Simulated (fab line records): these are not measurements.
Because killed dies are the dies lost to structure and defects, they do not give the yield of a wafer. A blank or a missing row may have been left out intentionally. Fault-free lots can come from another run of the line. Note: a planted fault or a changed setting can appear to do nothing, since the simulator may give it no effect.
fab line records	flow n5Finfet
record lots=9	wafers=26	lastDay=18
route steps=1938 shown HKMG_FIN@401 BEOL_M4@1111 PASSIVATION@1936
lots untouched by any fault: they come from a run of this same line in which no faults occurred
startH: the number of hours between the record's first day and the start of the first shown wafer of the lot	waitH: time in hours since the lot's previous step	" identical to the entry in the row above	L1.1+2: a row that stands for several wafers	- no value, or no start was given	* or withheld: withheld	< > ~ a bound
route shown NAME@n: a module of which the file shows steps, and the number in the route of the first	usual: the fault-free wafers' mean and standard deviation	same: alike in all rows	chamber/n: place in a boat	sites: per-site readings	_std_site: standard deviation of those values	_edge_site: outer sites' mean less inner sites'	radiusMm: how far each site lies from the wafer's centre	mask NAME#n: copy n	behind: the last tool/chamber to shape the wafer	hold: reason for holding the lot/hours on hold/outcome of the hold	device: names the non-switching transistor (n, p or np)	end of line: at the end of the route, the tests of the same wafers	step lacking rows: just its recipe	killed: dies that structure and defects cost at the first sort, which is not the same as the wafer's yield	map: shows each die of a wafer: x if killed, . if not, _ if none is there
set.NAME: the setting that was run; set.NAME@STEP: the one run at that earlier step	model.NAME: the simulator's own value behind a step, which no gauge read
the route's steps for a sample of lots (tables are steps, rows are wafers)
services: when a tool's chamber went out of use (startH, in hours from the record's first day, below 0 if earlier), for how many hours, and the reason
## steps
# step N5_HKMG_FIN_DESCUM_53
# recipe chemistry=O2	timeS=7.9	sourcePowerW=50	biasPowerW=20	pressureMtorr=20	rfFrequencyHz=2.712e+07	tempC=40	resist=CAR-ArF	o2FlowSccm=225
# usual chamberPressureMTorr=20.001/0.017	drypumpMotorCurrentA=5.6/0.48	oesProductAu=0.79/0.083	rfVppV=243.5/1.4	showerheadPlenumPTorr=2.11/0.076	throttleValvePct=20.42/0.26
lot.wafer	tool	chamber	startH	waitH	chamberPressureMTorr	drypumpMotorCurrentA	oesProductAu	rfHoursCounterH	rfVppV	showerheadPlenumPTorr	throttleValvePct
L951.1	rieDiel-04	3	78.00	0.1	20.029	5.7	0.80	116	241.6	2.01	20.51
L951.2	"	2	"	"	20.038	5.8	0.84	53	243.1	2.13	20.52
L951.5	"	2	"	"	20.017	5.8	0.83	-	244.3	2.13	20.53
L952.2	rieDiel-06	2	84.39	0.4	20.010	4.9	0.70	205	242.1	2.09	20.14
L952.5	"	1	"	"	19.978	5.8	0.79	-	242.6	2.02	20.42
L952.6	"	2	"	"	20.006	4.9	0.70	-	242.4	2.09	20.15
L955.3	rieDiel-06	2	103.63	0.0	19.996	5.0	0.69	212	243.7	2.08	20.15
L955.4	"	1	"	"	20.019	5.8	0.79	116	243.0	2.02	20.45
L955.6	"	2	"	"	19.995	4.9	0.70	-	243.2	2.08	20.16
L960.2	rieDiel-06	1	135.26	0.2	19.995	5.8	0.78	128	242.0	2.02	20.46
L960.4	"	2	"	"	19.977	4.9	0.69	225	243.0	2.08	20.18
L960.6	"	1	"	"	20.012	5.8	0.78	-	240.0	2.02	20.47
L961.3	rieDiel-04	0	138.80	0.5	20.001	4.8	0.85	62	243.7	2.11	20.13
L961.4	"	1	"	"	20.011	5.9	0.74	160	244.1	2.17	20.11
L961.5	"	3	"	"	19.978	5.8	0.78	-	241.0	2.00	20.55
L963.1	rieDiel-04	3	172.17	0.0	20.001	5.7	0.77	150	242.5	2.00	20.57
L963.2	"	1	"	"	20.012	5.9	0.74	171	245.5	2.16	20.11
L963.3	"	2	"	"	19.987	5.8	0.81	83	241.4	2.12	20.57
L964.1	rieDiel-05	3	175.41	0.4	20.007	5.6	0.69	221	244.7	2.16	20.77
L964.4	"	2	"	"	19.983	5.2	0.95	15	245.6	2.22	19.95
L964.6	"	3	"	"	19.989	5.6	0.69	-	244.6	2.16	20.78
L966.3	rieDiel-04	3	177.96	0.0	20.015	5.8	0.77	152	242.3	2.00	20.57
L966.4	"	2	"	"	20.002	5.8	0.79	85	243.2	2.12	20.57
L966.6	"	0	"	"	19.996	4.7	0.83	-	244.5	2.11	20.13
L969.1	rieDiel-05	1	204.90	0.0	20.001	5.1	0.99	3	243.7	2.16	20.58
L969.5	"	1	"	"	20.000	5.1	0.99	-	244.7	2.16	20.60
# step N5_HKMG_FIN_STRIP_93
# recipe chemistry=N2/H2	material=SOC	timeS=20	powerW=500	tempC=40	pressureMtorr=50	rfFrequencyHz=6e+07	biasPowerW=8	h2Frac=0.5	n2FlowSccm=300	h2FlowSccm=300
# usual chamberPressureMTorr=50.00/0.048	drypumpMotorCurrentA=5.6/0.48	h2FlowSccm=300.0/0.91	n2FlowSccm=300.0/1	oesProductAu=0.79/0.082	rfVppV=54.3/0.97	showerheadPlenumPTorr=3.39/0.12	throttleValvePct=18.9/0.31
lot.wafer	tool	chamber	startH	waitH	chamberPressureMTorr	drypumpMotorCurrentA	h2FlowSccm	n2FlowSccm	oesProductAu	rfHoursCounterH	rfVppV	showerheadPlenumPTorr	throttleValvePct
L951.1	rieDiel-04	3	78.73	0.2	50.02	5.8	299.9	299.6	0.82	117	54.7	3.23	18.7
L951.2	"	2	"	"	49.95	5.8	300.7	298.5	0.85	53	54.0	3.43	19.4
L951.5	"	2	"	"	49.99	5.8	300.0	299.2	0.85	-	54.8	3.43	19.4
L952.2	rieDiel-06	2	85.12	0.2	49.96	5.0	300.6	298.9	0.70	206	54.2	3.33	18.8
L952.5	"	1	"	"	50.05	5.8	300.1	301.1	0.77	-	52.3	3.26	18.8
L952.6	"	2	"	"	50.00	5.0	301.7	297.5	0.69	-	53.8	3.33	18.8
L955.3	rieDiel-06	2	104.35	0.2	50.01	4.9	300.4	300.7	0.70	213	56.2	3.32	18.8
L955.4	"	1	"	"	50.07	5.8	299.2	298.6	0.78	116	54.8	3.25	18.8
L955.6	"	2	"	"	49.97	4.9	301.1	300.7	0.70	-	54.8	3.32	18.8
L960.2	rieDiel-06	1	135.98	0.2	50.05	5.8	299.3	300.2	0.76	128	53.7	3.25	18.8
L960.4	"	2	"	"	50.05	4.9	301.0	300.1	0.68	225	53.3	3.32	18.8
L960.6	"	1	"	"	50.00	5.8	300.6	299.3	0.77	-	53.4	3.25	18.9
L961.3	rieDiel-04	0	139.53	0.2	49.94	4.8	302.7	299.1	0.83	62	54.1	3.39	19.1
L961.4	"	1	"	"	50.07	6.0	299.6	301.0	0.74	160	55.7	3.48	18.9
L961.5	"	3	"	"	49.99	5.8	299.5	298.3	0.80	-	53.9	3.21	18.8
L963.1	rieDiel-04	3	172.90	0.2	50.07	5.8	297.7	299.4	0.78	150	53.9	3.21	18.8
L963.2	"	1	"	"	50.04	5.9	299.6	300.5	0.73	171	55.7	3.47	18.9
L963.3	"	2	"	"	50.04	5.8	300.7	300.8	0.82	83	55.6	3.42	19.4
L964.1	rieDiel-05	3	176.14	0.2	50.05	5.6	300.7	301.5	0.70	221	54.5	3.43	18.9
L964.4	"	2	"	"	50.03	5.2	300.7	300.3	0.95	15	55.5	3.54	18.0
L964.6	"	3	"	"	50.00	5.6	301.0	299.8	0.69	-	54.9	3.43	18.9
L966.3	rieDiel-04	3	178.69	0.2	49.93	5.8	299.1	299.3	0.78	152	53.8	3.21	18.8
L966.4	"	2	"	"	50.02	5.8	300.7	300.5	0.81	85	54.4	3.41	19.4
L966.6	"	0	"	"	50.04	4.8	300.4	300.4	0.81	-	55.6	3.38	19.1
L969.1	rieDiel-05	1	205.63	0.2	49.95	5.1	299.9	299.3	0.97	4	55.4	3.42	18.5
L969.5	"	1	"	"	50.06	5.2	299.4	301.2	0.98	-	54.0	3.42	18.5
# step N5_HKMG_FIN_EXPOSE_09
# recipe maskId=NWFM	na=1.35	sourceShape=conventional	sigmaOuter=0.8	polarization=unpolarized	doseMj=39.25
# usual exposureDoseMJCm2=39.21/0.039
lot.wafer	tool	chamber	startH	waitH	mask	exposureDoseMJCm2
L951.1	arfiScanner-01	0	81.16	-	NWFM#0	39.21
L951.2	"	0	"	"	NWFM#0	39.23
L951.5	"	0	"	"	NWFM#0	39.21
L952.2	arfiScanner-01	0	87.58	-	NWFM#0	39.22
L952.5	"	0	"	"	NWFM#0	39.17
L952.6	"	0	"	"	NWFM#0	39.22
L955.3	arfiScanner-01	0	106.69	-	NWFM#0	35.04
L955.4	"	0	"	"	NWFM#0	34.96
L955.6	"	0	"	"	NWFM#0	35.00
L960.2	arfiScanner-01	0	138.42	-	NWFM#0	35.83
L960.4	"	0	"	"	NWFM#0	35.84
L960.6	"	0	"	"	NWFM#0	35.82
L961.3	arfiScanner-03	0	142.38	-	NWFM#0	39.17
L961.4	"	0	"	"	NWFM#0	39.16
L961.5	"	0	"	"	NWFM#0	39.11
L963.1	arfiScanner-03	0	175.20	-	NWFM#0	39.18
L963.2	"	0	"	"	NWFM#0	39.25
L963.3	"	0	"	"	NWFM#0	39.20
L964.1	arfiScanner-03	0	178.62	-	NWFM#0	39.11
L964.4	"	0	"	"	NWFM#0	39.15
L964.6	"	0	"	"	NWFM#0	39.21
L966.3	arfiScanner-02	0	181.22	-	NWFM#0	39.17
L966.4	"	0	"	"	NWFM#0	39.13
L966.6	"	0	"	"	NWFM#0	39.17
L969.1	arfiScanner-02	0	207.93	-	NWFM#0	39.22
L969.5	"	0	"	"	NWFM#0	39.21
# step N5_HKMG_FIN_CD_MEAS_12
# recipe targetCdNm=92.8	landingEnergyEv=500	detector=seInlens
# usual cdNm=92.8/0.62
lot.wafer	tool	chamber	startH	waitH	cdNm
L951.1	cdSem-01	0	81.28	-	92.2
L951.2	"	0	"	"	93.9
L951.5	"	0	"	"	92.2
L952.2	cdSem-02	0	87.70	-	92.1
L952.5	"	0	"	"	92.4
L952.6	"	0	"	"	92.3
L955.3	cdSem-01	0	106.81	-	85.9
L955.4	"	0	"	"	85.7
L955.6	"	0	"	"	85.7
L960.2	cdSem-03	0	138.54	-	86.4
L960.4	"	0	"	"	87.2
L960.6	"	0	"	"	87.1
L961.3	cdSem-01	0	142.50	-	93.8
L961.4	"	0	"	"	93.8
L961.5	"	0	"	"	93.5
L963.1	cdSem-02	0	175.32	-	92.7
L963.2	"	0	"	"	93.6
L963.3	"	0	"	"	92.3
L964.1	cdSem-03	0	178.75	-	92.5
L964.4	"	0	"	"	91.9
L964.6	"	0	"	"	92.3
L966.3	cdSem-02	0	181.34	-	91.9
L966.4	"	0	"	"	92.2
L966.6	"	0	"	"	91.3
L969.1	cdSem-01	0	208.06	-	93.1
L969.5	"	0	"	"	93.3
# step N5_HKMG_FIN_ETCH_32
# recipe chemistry=N2/H2	target=SOC	targetDepthA=2400	tempC=40	timeS=300	ionEnergyEv=200	maskMaterial=SiARC	pressureMtorr=30	sourceW=840	biasW=150	n2FlowSccm=200	h2FlowSccm=200
# usual chamberPressureMTorr=30.001/0.029	drypumpMotorCurrentA=5.6/0.49	h2FlowSccm=200.1/0.6	n2FlowSccm=200.0/0.55	oesProductAu=0.78/0.079	rfVppV=524.5/2.7	showerheadPlenumPTorr=2.56/0.096	throttleValvePct=17.79/0.19
lot.wafer	tool	chamber	startH	waitH	chamberPressureMTorr	drypumpMotorCurrentA	h2FlowSccm	n2FlowSccm	oesProductAu	rfHoursCounterH	rfVppV	showerheadPlenumPTorr	throttleValvePct
L951.1	rieDiel-05	2	81.56	0.0	29.967	5.2	199.9	201.3	0.68	253	520.4	2.38	17.62
L951.2	"	3	"	"	29.922	5.5	202.0	200.8	0.72	185	527.4	2.62	17.95
L951.5	"	2	"	"	29.983	5.2	200.6	200.7	0.68	-	518.1	2.38	17.61
L952.2	rieDiel-05	3	87.90	0.0	30.014	5.6	201.2	200.0	0.72	187	526.6	2.61	17.97
L952.5	"	0	"	"	30.017	6.5	199.6	199.9	0.76	-	520.4	2.45	17.72
L952.6	"	1	"	"	30.003	5.2	199.8	198.8	0.72	-	524.3	2.61	18.01
L955.3	rieDiel-04	3	106.99	0.0	29.979	5.8	199.7	200.8	0.82	128	521.7	2.43	17.82
L955.4	"	0	"	"	30.054	4.8	200.4	200.0	0.87	-	525.0	2.57	17.60
L955.6	"	2	"	"	30.029	5.8	200.2	199.8	0.85	-	524.4	2.60	18.04
L960.2	rieDiel-06	2	138.99	0.0	30.002	4.9	199.4	200.4	0.69	226	524.1	2.51	17.56
L960.4	"	3	"	"	30.002	6.0	199.3	201.1	0.79	107	527.2	2.68	17.86
L960.6	"	0	"	"	29.944	5.8	199.5	199.4	0.94	-	527.1	2.72	17.90
L961.3	rieDiel-06	3	142.67	0.0	29.958	6.0	199.6	199.4	0.79	108	525.7	2.68	17.88
L961.4	"	0	"	"	29.977	5.8	200.5	201.0	0.94	16	528.1	2.72	17.90
L961.5	"	3	"	"	29.946	6.0	199.8	199.7	0.80	-	528.0	2.68	17.87
L963.1	rieDiel-04	2	175.82	0.0	30.014	5.8	199.7	199.6	0.83	84	525.1	2.59	18.04
L963.2	"	3	"	"	30.040	5.8	200.7	199.5	0.79	151	520.7	2.42	17.85
L963.3	"	1	"	"	30.026	5.9	199.5	199.8	0.74	172	528.4	2.63	17.63
L964.1	rieDiel-06	2	179.71	0.0	30.010	5.0	201.2	199.7	0.68	238	523.7	2.50	17.59
L964.4	"	1	"	"	29.987	5.8	200.7	199.8	0.77	141	521.4	2.45	17.85
L964.6	"	3	"	"	29.953	6.0	199.6	200.0	0.78	-	528.5	2.67	17.88
L966.3	rieDiel-06	2	181.51	0.0	30.015	5.0	200.5	199.4	0.68	239	522.4	2.50	17.60
L966.4	"	3	"	"	30.002	6.0	200.0	199.7	0.79	121	526.3	2.67	17.90
L966.6	"	3	"	"	29.977	6.0	199.4	200.9	0.79	-	527.7	2.67	17.89
L969.1	rieDiel-06	3	208.24	0.0	30.043	6.0	200.0	201.1	0.78	131	527.5	2.67	17.90
L969.5	"	0	"	"	30.011	5.8	199.7	201.1	0.91	-	528.0	2.71	17.94
# step N5_BEOL_M4_RC_MEAS_101
# usual DIBL_N=37.2/2.1	DIBL_P=37.3/2.3	IOFF_N=0.18/0.041	IOFF_P=0.24/0.042	ION_N=680/13	ION_P=466/7.7	SS_N=71.8/0.68	SS_P=73.5/0.66	VT_N=249/3.6	VT_P=-248/3.4
lot.wafer	tool	chamber	startH	waitH	DIBL_N[mV/V]	DIBL_P[mV/V]	IOFF_N[nA/um]	IOFF_P[nA/um]	ION_N[uA/um]	ION_P[uA/um]	SS_N[mV/dec]	SS_P[mV/dec]	VT_N[mV]	VT_P[mV]
L952.2	prober-01	0	182.10	0.2	38.8	39.0	0.22	0.26	688	462	72.4	73.5	248	-249
L952.5	"	0	"	"	37.1	37.3	0.19	0.22	686	463	72.2	73.2	247	-251
L952.6	"	0	"	"	38.4	38.6	0.21	0.25	702	467	72.2	73.4	245	-248
L951.1	prober-01	0	185.02	0.0	34.4	34.0	0.15	0.20	677	472	70.9	73.2	249	-249
L951.2	"	0	"	"	33.4	33.2	0.13	0.17	665	455	70.7	73.0	250	-254
L951.5	"	0	"	"	35.9	36.3	0.18	0.23	684	463	71.7	73.2	245	-247
L955.3	prober-02	0	205.13	0.3	39.4	39.2	0.25	0.30	694	472	72.9	73.9	243	-246
L955.4	"	0	"	"	35.0	33.6	0.14	0.21	656	460	71.2	72.8	252	-249
L955.6	"	0	"	"	35.1	34.5	0.15	0.23	679	471	70.9	73.0	248	-248
L961.3	prober-01	0	229.52	0.5	42.0	39.8	0.26	0.28	686	462	72.7	74.2	242	-247
L961.4	"	0	"	"	39.3	37.0	0.19	0.23	676	457	72.1	74.4	249	-248
L961.5	"	0	"	"	40.1	38.6	0.23	0.26	709	480	72.5	74.3	243	-243
L960.2	prober-02	0	232.49	0.2	34.7	33.7	0.13	0.19	662	458	70.9	71.9	251	-248
L960.4	"	0	"	"	39.6	40.1	0.23	0.33	684	472	72.3	74.6	243	-243
L960.6	"	0	"	"	35.5	35.8	0.15	0.24	671	467	71.3	73.0	251	-245
L963.1	prober-02	0	254.97	0.0	40.0	39.4	0.23	0.28	675	465	73.4	73.5	246	-245
L963.2	"	0	"	"	37.1	37.3	0.16	0.25	670	464	72.4	72.5	252	-247
L963.3	"	0	"	"	36.7	37.1	0.18	0.24	676	463	72.5	73.6	247	-246
L964.1	prober-01	0	268.92	0.0	37.5	36.8	0.17	0.22	677	468	71.5	73.2	249	-246
L964.4	"	0	"	"	39.4	39.0	0.21	0.24	681	469	72.1	74.9	248	-247
L964.6	"	0	"	"	38.5	37.9	0.18	0.23	678	466	72.5	73.8	247	-247
L966.3	prober-02	0	271.24	0.3	34.8	34.9	0.13	0.19	678	467	71.0	72.9	255	-248
L966.4	"	0	"	"	36.9	38.3	0.16	0.25	687	475	71.2	73.7	251	-245
L966.6	"	0	"	"	35.8	37.3	0.15	0.23	685	470	71.2	72.9	252	-249
L969.1	prober-01	0	308.36	0.4	37.3	36.5	0.15	0.20	673	461	71.4	73.8	254	-255
L969.5	"	0	"	"	39.4	38.5	0.18	0.23	673	456	72.3	74.2	254	-252
# step N5_PASSIVATION_PROBE_49
# usual defectLimitedYield=91.0/1.6	killed_at_M0_to_M3=35/11	killed_at_M4_up=14/5.3	killedAtContacts=13/6.7	killedAtFrontEnd=41/12	killedAtOther=3.9/2.7	killedDies=106/19	killedOpen=70/14	killedShort=35/8.8	sort_bin_5_function=5.3/1	sort_bin_6_memory=3.3/0.81	sortNPass=1073/19	sortYieldPct=91.0/1.6
# same grossDies=1180	killedAtBackSide=0	sort_bin_4_leakage[%]=0	sort_bin_8_speed[%]=0
lot.wafer	tool	chamber	startH	waitH	defectLimitedYield[%]	killed_at_M0_to_M3	killed_at_M4_up	killedAtContacts	killedAtFrontEnd	killedAtOther	killedDies	killedOpen	killedShort	sort_bin_5_function[%]	sort_bin_6_memory[%]	sortNPass	sortYieldPct[%]
L955.6	prober-02	-	319.90	0.3	92.0	44	11	5	34	0	94	51	42	4.3	3.3	1086	92.0
L963.1	prober-02	-	358.37	0.0	88.4	35	24	16	53	9	137	82	55	7.6	3.6	1043	88.4
L963.2	prober-02	-	358.42	0.1	88.6	54	20	18	38	5	135	82	52	7.4	3.5	1045	88.6
L963.3	prober-02	-	358.47	0.1	90.2	38	10	15	48	5	116	77	39	6.1	3.4	1064	90.2
# killed by level:class
L955.6 BEOL_M0_SAQP:geometricParticle:short=10 FIN_SAQP:geometricParticle:open=8 BEOL_M0_SAQP:geometricParticle:open=7 FIN_SAQP:geometricParticle:short=6 BEOL_M3:geometricParticle:open=6 DUMMY_GATE:geometricParticle:open=5 BEOL_M1:geometricParticle:open=5 BEOL_M3:geometricParticle:short=4
L963.1 STI_FIN_REVEAL:geometricParticle:open=17 BEOL_M4:geometricParticle:open=14 BEOL_M0_SAQP:geometricParticle:short=12 MOL_CONTACT_COAG:geometricParticle:open=11 FIN_SAQP:geometricParticle:open=10 BEOL_M0_SAQP:geometricParticle:open=9 FIN_SAQP:geometricParticle:short=6 GATE_CUT:geometricParticle:short=6
L963.2 MOL_CONTACT_COAG:geometricParticle:open=16 BEOL_M0_SAQP:geometricParticle:short=13 BEOL_M0_SAQP:geometricParticle:open=11 BEOL_M0:geometricParticle:open=11 BEOL_M4:geometricParticle:open=11 FIN_SAQP:geometricParticle:open=10 FIN_SAQP:geometricParticle:short=9 BEOL_M4:geometricParticle:short=6
L963.3 FIN_SAQP:geometricParticle:open=17 BEOL_M0_SAQP:geometricParticle:short=12 MOL_CONTACT_COAG:geometricParticle:open=11 FIN_SAQP:geometricParticle:short=9 BEOL_M3:geometricParticle:open=9 BEOL_M4:geometricParticle:open=8 STI_FIN_REVEAL:geometricParticle:open=8 BEOL_M0_SAQP:geometricParticle:open=5
## services
tool	chamber	startH	hours	kind
arfiScanner-02	-	59.11	6.9	repair
arfiScanner-02	-	71.06	1.3	pm
rieDiel-04	1	72.66	7.5	repair
arfiScanner-02	-	74.51	1.0	pm
arfiScanner-03	-	80.61	1.1	repair
arfiScanner-01	-	81.41	1.0	pm
arfiScanner-02	-	83.02	11.3	repair
rieDiel-05	2	89.97	4.8	repair
arfiScanner-01	-	94.19	0.8	pm
arfiScanner-03	-	96.27	4.9	pm
arfiScanner-01	-	100.70	1.3	pm
arfiScanner-02	-	102.00	1.4	repair
rieDiel-04	1	106.99	5.1	repair
arfiScanner-01	-	124.20	1.0	pm
arfiScanner-03	-	135.80	1.0	pm
arfiScanner-03	-	140.06	0.8	pm
rieDiel-05	0	147.50	7.9	repair
arfiScanner-01	-	158.49	0.9	repair
rieDiel-04	2	158.73	9.8	repair
arfiScanner-01	-	176.79	1.8	repair
arfiScanner-03	-	177.03	1.3	pm
rieDiel-05	2	186.93	18.4	repair
arfiScanner-03	-	190.72	0.8	repair
rieDiel-06	1	194.90	14.0	repair
## key
firstSign step=N5_HKMG_FIN_EXPOSE_09	reading=exposureDoseMJCm2	direction=down	sigmas=96	usual=39.21	struck=35.42
effect step=N5_HKMG_FIN_CD_MEAS_12	reading=cdNm	direction=down	sigmas=10	usual=92.8	struck=86.3	through=controlLoop
metAt N5_HKMG_FIN_EXPOSE_09
struckLots L955,L960
loopTrim step=N5_HKMG_FIN_EXPOSE_09	setting=dose	lots=L960
notActingAt N5_HKMG_FIN_DESCUM_53,N5_HKMG_FIN_STRIP_93,N5_HKMG_FIN_ETCH_32
onsetBetween 87.58 106.69
fault kind=processParameterDrift	tool=arfiScanner-01	chamber=-	onsetH=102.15	steps=N5_HKMG_FIN_EXPOSE_09	channel=doseMj	offset=-4.2027	shape=step	actsIn=theseRecipesOnly	stated=39.25
# loopTrim: a control loop set the setting to another value than it would have without faults
